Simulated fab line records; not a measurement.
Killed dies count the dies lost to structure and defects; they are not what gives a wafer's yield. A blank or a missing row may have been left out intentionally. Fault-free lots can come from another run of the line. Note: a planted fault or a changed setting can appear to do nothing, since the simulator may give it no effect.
Comparing a struck lot with a sound one | flow nand-harc | 15 out of 1302 route steps
Sound: wafers L363.2, L363.3, L363.6. Wafers L376.2, L376.3, L376.6 were the ones struck. The cause is named last.
Order at every step that has rows: each side's tool, ch and its chambers, its first start. Under that, the readings that differ: sound wafers | struck wafers | difference of the means | sigmas: that difference in standard deviations of wafers without a fault.
alike: readings with means less than 2 such deviations apart, plus words and numbers identical on both sides. not compared: withheld readings, readings lacking a value on some wafer, bounds such as >300 that could conceal the same value, and numbers that have no deviation in the record and whose values overlap.
The two part at a step that has a row with sigmas, a row that says differs or no value, or rows on one side only. Non-overlapping numbers with no deviation appear without sigmas and do not part them. Lack of a reading on every wafer of one side parts them only where that side has two or more wafers.

first, 6 steps without rows for these wafers: NHARC_A_DECK1_JOINT_ETCH_18 (etches SiO2 in dHF, target depth 3 nm); NHARC_A_DECK1_JOINT_WET_08 (chemistry H3PO4, time 86 s); NHARC_A_DECK1_JOINT_ETCH_09 (etches SiO2 in dHF, target depth 5 nm); NHARC_A_DECK1_JOINT_WET_10 (chemistry H3PO4, time 86 s); NHARC_A_DECK1_JOINT_ETCH_11 (etches SiO2 in dHF, target depth 35 nm); NHARC_A_DECK1_JOINT_CVD_12 (deposits poly-Si, target thk 90 nm, time 1800 s).
NHARC_A_DECK1_JOINT_CMP_13: polishes, target thk 51.023 nm.
  sound on cmp-02 ch 1,2, day 14 04:53; struck on cmp-04 ch 0,1,3, day 19 09:58
  alike: motor-current-A, retaining-ring-pressure-frac, slurry-filter-dp-kPa, slurry-flow-ml-min, time-to-endpoint-s
NHARC_A_DECK1_JOINT_THK_MEAS_14: measures by ellipsometry.
  sound on film-metro-01 at day 14 05:08; struck on film-metro-01 at day 19 10:11
  reading     | sound          | struck         | difference | sigmas
  thk-nm (nm) | 48.2 46.5 48.6 | 50.6 51.4 50.5 | +3.1       | +2
after that, 1 step had no rows for these wafers: NHARC_A_DECK1_JOINT_SRD_04.
NHARC_A_DECK1_JOINT_ETCHBACK_00: etches the open film in HBr, target depth 30 nm, time 17.4 s.
  sound on rie-si-03 ch 2,3, day 14 05:16; struck on rie-si-06 ch 0,3, day 19 10:19
  alike: bias-w, drypump-motor-current-A, oes-product-au, throttle-valve-pct
  not compared: rf-hours-counter-h
then, 2 steps without rows for these wafers: NHARC_A_DECK1_JOINT_PRECLEAN_30 (cleans in SC1); NHARC_A_DECK1_JOINT_SRD_31.
NHARC_A_DECK1_JOINT_CVD_34: deposits SiNx, target thk 20 nm.
  sound on lpcvd-01 ch 1, day 14 08:40; struck on lpcvd-01 ch 1, day 19 13:42
  no value came back on the struck wafers for pressure-mtorr (mTorr), spike-tc-bottom-C (C), susceptor-temp-C (C), zone-power-upper-pct (%); on the sound wafers pressure-mtorr (mTorr) reads 299.5 299.9 299.6
then, 1 step without rows for these wafers: NHARC_A_DECK1_JOINT_DEP_06 (deposits SiOx, target thk 80 nm).
-- break in the record here, with 14 days between the starts of the struck wafers on either side (left off in module A_DECK1_JOINT, picked up again in module END, where the first step shown is number 1302 on the route) --
NHARC_END_SORT_01:
  the record has rows for the struck wafers here (prober-01 ch 0, day 33 08:41) and none for the sound ones

== WHERE THEY PART ==
First at NHARC_A_DECK1_JOINT_THK_MEAS_14; last, within this record, at NHARC_END_SORT_01.

WHY: what had been put in by the simulator
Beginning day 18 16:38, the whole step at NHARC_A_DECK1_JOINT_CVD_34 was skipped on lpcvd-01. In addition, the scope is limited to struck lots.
